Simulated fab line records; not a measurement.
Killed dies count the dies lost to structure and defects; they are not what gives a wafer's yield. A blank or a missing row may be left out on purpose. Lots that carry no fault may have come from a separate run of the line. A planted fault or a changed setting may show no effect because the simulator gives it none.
Split-lot study	flow n5-finfet	on a route of 1938 steps: 7 lots, 21 wafers read

## THE SPLIT
At N5_SD_EPI_N_PEB_07 (peb time 60 s), the setting peb-time-s was moved away from the recipe's 60 s on 7 of the 21 wafers read, by -19.6% to +12.2%. This setting was run at the recipe's value on the other wafers.

## BETWEEN THE SPLIT AND THE READING: the file shows 1 step in between
- N5_SD_EPI_N_DEVELOP_08: develop time 30 s

## THE READING
cd-nm, in nm, at N5_SD_EPI_N_CD_MEAS_09 (target cd 120 nm). Fault-free wafers of this fab line usually give 120.2 nm, standard deviation 0.85 nm.

wafer	tool, chamber at the split	peb-time-s as run, s	against the recipe	cd-nm, nm	against lot-mates on the recipe
L074.3	litho-track-02, 0	67.32	+12.2%	122.5	+2.6
L074.4	litho-track-02, 0	67.32	+12.2%	123.7	+3.8
L074.6	litho-track-02, 0	60	recipe	119.9	-
L075.3	litho-track-02, 0	60	recipe	117.9	-
L075.4	litho-track-02, 0	60	recipe	118.9	-
L075.6	litho-track-02, 0	60	recipe	119.0	-
L082.2	litho-track-05, 0	60	recipe	121.3	-
L082.3	litho-track-05, 0	48.22	-19.6%	112.6	-8.7
L082.5	litho-track-05, 0	60	recipe	121.3	-
L083.1	litho-track-05, 0	60	recipe	120.7	-
L083.5	litho-track-05, 0	60	recipe	119.9	-
L083.6	litho-track-05, 0	60	recipe	120.2	-
L087.3	litho-track-02, 0	60	recipe	120.5	-
L087.4	litho-track-02, 0	60	recipe	119.5	-
L087.6	litho-track-02, 0	65.29	+8.8%	122.1	+2.1
L091.2	litho-track-05, 0	60	recipe	121.0	-
L091.4	litho-track-05, 0	64.15	+6.9%	124.4	+3.1
L091.6	litho-track-05, 0	60	recipe	121.7	-
L092.4	litho-track-01, 0	55.43	-7.6%	117.1	-2.7
L092.5	litho-track-01, 0	60	recipe	119.8	-
L092.6	litho-track-01, 0	55.43	-7.6%	117.7	-2.1

THE FIT
A straight line over all 21 wafers: cd-nm changes by +0.335 nm for each +1% of peb-time-s; r = +0.90; the points scatter about the line by 1.1 nm.
The same after taking each lot's own level away (the mean of its wafers on the recipe; 21 wafers): +0.353 nm for each +1%; r = +0.96; scatter 0.69 nm.
That fit puts the effect of the largest move of peb-time-s on the reading at 6.9 nm.
Across the lots, their own levels run from 118.60 to 121.35 nm, a range of 3.2 times the standard deviation given above.
The two slopes are in agreement: the lot-to-lot level therefore moves the slope only a little.
Check: for one of the wafers moved furthest among these (-19.6%), held out of the fit, the line's prediction against its lot-mates is -5.65 nm. It came out at -8.7 nm against them.

## THE WHOLE CHAIN: every reading that the file lists as answering this split, in the file's order
step	what it does	reading	change (the file's fit)	r (the file's)
N5_SD_EPI_N_CD_MEAS_09	target cd 120 nm	cd-nm	+0.373 nm for each +1% of the setting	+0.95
N5_SD_EPI_N_DESCUM_14	chemistry O2, time 7.9 s	SD_EPI_N.cd-nm (the simulator's own value, which no gauge read)	+0.376 nm for each +1% of the setting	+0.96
N5_SD_EPI_N_ETCH_34	etches SiARC in CF4, target depth 45.5 nm, time 75.8 s	SD_EPI_N.cd-nm (the simulator's own value, which no gauge read)	+0.371 nm for each +1% of the setting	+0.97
N5_SD_EPI_N_ETCHBACK_44	etches SiNx in CH3F/O2, stops on SiO2, target depth 14.5 nm	SD_EPI_N.cd-nm (the simulator's own value, which no gauge read)	+0.359 nm for each +1% of the setting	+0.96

## THE FILE'S OWN FIT
cd-nm changes by +0.373 nm for each +1% of peb-time-s, r = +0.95.
